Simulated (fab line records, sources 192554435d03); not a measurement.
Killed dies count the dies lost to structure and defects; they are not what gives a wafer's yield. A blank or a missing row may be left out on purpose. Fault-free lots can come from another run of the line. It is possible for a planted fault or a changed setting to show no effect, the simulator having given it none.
Which of the tools did it? || flow n5Finfet || 12 lots, 36 wafers sampled, at 2 steps of a route of 1938

WHAT EACH GAUGE READ, for each wafer
N5_BEOL_M4_CD_MEAS_28: target cd 26.2 nm, target cd y 24.1 nm.
{"lot": "L075", "measured": "day 8 22:07", "on": "cdSem-02", "cdNm (nm)": "26.18 26.13 26.44"}
{"lot": "L077", "measured": "day 9 08:22", "on": "cdSem-01", "cdNm (nm)": "26.06 26.53 25.99"}
{"lot": "L079", "measured": "day 9 12:56", "on": "cdSem-03", "cdNm (nm)": "25.95 25.72 25.69"}
{"lot": "L083", "measured": "day 10 17:51", "on": "cdSem-02", "cdNm (nm)": "26.48 25.93 26.33"}
{"lot": "L080", "measured": "day 11 11:04", "on": "cdSem-03", "cdNm (nm)": "26.03 25.92 26.17"}
{"lot": "L085", "measured": "day 11 18:23", "on": "cdSem-02", "cdNm (nm)": "26.22 26.08 26.21"}
{"lot": "L087", "measured": "day 12 06:17", "on": "cdSem-03", "cdNm (nm)": "26.20 26.28 25.90"}
{"lot": "L089", "measured": "day 13 00:57", "on": "cdSem-03", "cdNm (nm)": "25.55 26.25 26.05"}
{"lot": "L090", "measured": "day 13 10:18", "on": "cdSem-02", "cdNm (nm)": "26.11 26.07 26.50"}
{"lot": "L092", "measured": "day 14 02:01", "on": "cdSem-03", "cdNm (nm)": "26.10 25.91 26.29"}
{"lot": "L096", "measured": "day 14 12:46", "on": "cdSem-02", "cdNm (nm)": "26.26 26.27 26.08"}
{"lot": "L097", "measured": "day 14 18:23", "on": "cdSem-02", "cdNm (nm)": "25.96 25.79 25.85"}

EACH LOT AND THE TOOL THAT RAN IT (in order: tool; ch and the chambers of the sampled wafers; start)
{"lot": "L075", "N5_BEOL_M3_SPUTTER_92": "pvdSputter-01, day 8 18:25"}
{"lot": "L077", "N5_BEOL_M3_SPUTTER_92": "pvdSputter-01, day 9 04:46"}
{"lot": "L079", "N5_BEOL_M3_SPUTTER_92": "pvdSputter-02, day 9 09:00"}
{"lot": "L083", "N5_BEOL_M3_SPUTTER_92": "pvdSputter-01, day 10 11:33"}
{"lot": "L080", "N5_BEOL_M3_SPUTTER_92": "pvdSputter-02, day 11 06:05"}
{"lot": "L085", "N5_BEOL_M3_SPUTTER_92": "pvdSputter-01, day 11 13:43"}
{"lot": "L087", "N5_BEOL_M3_SPUTTER_92": "pvdSputter-01, day 12 02:29"}
{"lot": "L089", "N5_BEOL_M3_SPUTTER_92": "pvdSputter-02, day 12 19:27"}
{"lot": "L090", "N5_BEOL_M3_SPUTTER_92": "pvdSputter-01, day 13 06:57"}
{"lot": "L092", "N5_BEOL_M3_SPUTTER_92": "pvdSputter-02, day 13 19:01"}
{"lot": "L096", "N5_BEOL_M3_SPUTTER_92": "pvdSputter-02, day 14 08:44"}
{"lot": "L097", "N5_BEOL_M3_SPUTTER_92": "pvdSputter-02, day 14 13:12"}
- N5_BEOL_M3_SPUTTER_92: material Cu, target thk 4.5 nm, time 8.29 s.

THE ANSWER, worked out from the rows above alone
Rule: the usual values come from the lots themselves. The widest of any qualifying gaps counts: lots, ordered by their means at a reading, are off when they make up no more than a third of the lots, leave a main group of 4 or more, and stand apart from it by 3 or more times the standard deviation of that group's means. A main group whose means are all the same, to the digits that the tables above print for the reading, isn't used. A lot without any number at a reading at which 4 lots or more have one is off too. Any other lot the step has rows for is counted as sound.
No lot is off on any of the readings shown, so nothing can be concluded from this.

WHAT HAD BEEN PUT IN BY THE SIMULATOR
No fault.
